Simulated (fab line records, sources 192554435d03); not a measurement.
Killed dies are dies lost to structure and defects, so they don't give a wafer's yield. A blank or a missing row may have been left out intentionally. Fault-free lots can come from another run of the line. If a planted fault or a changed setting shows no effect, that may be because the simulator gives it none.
Matching of chambers    flow n5Finfet    4 sister chambers for N5_BEOL_M1_TRENCH_ETCH_37 on rieDiel-01
The step etches SiOC in C4F6/O2, target depth 55.207 nm, time 29 s. 4 wafers are shown with their chamber, then 7 later ones without.

== WAFERS, EACH WITH ITS CHAMBER ==
wafer   chamber  rfVppV (V)
L644.1  3        633
L654.6  0        676
L655.2  2        682
L655.3  1        681

== WAFERS WITHOUT THEIR CHAMBER ==
wafer   rfVppV (V)
L655.6  680
L656.2  674
L656.5  681
L656.6  676
L657.4  680
L657.5  676
L657.6  632

== THE CHAMBER EACH PASSED THROUGH ==
wafer   from the rows above      in truth
L655.6  can't be placed: 1 or 2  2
L656.2  0                        0
L656.5  can't be placed: 1 or 2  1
L656.6  0                        0
L657.4  can't be placed: 1 or 2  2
L657.5  0                        0
L657.6  3                        3
Correct placement for 4 of the 7. From these rows, 3 cannot be placed; in 3 the true chamber is one of the candidates. Placed wrongly: 0.
How it was worked out, from the rows above alone: a wafer's distance from a chamber is the root of the sum, over the readings, of the square of ((its reading less the chamber's mean) divided by the reading's scatter). The wafer belongs to the nearest chamber; if the next one is less than 2 further off, it can't be placed. The mean given for a chamber averages the wafers shown for that chamber. The scatter: root of mean squared gap, hidden wafer to nearest shown wafer, with one shown wafer a chamber.
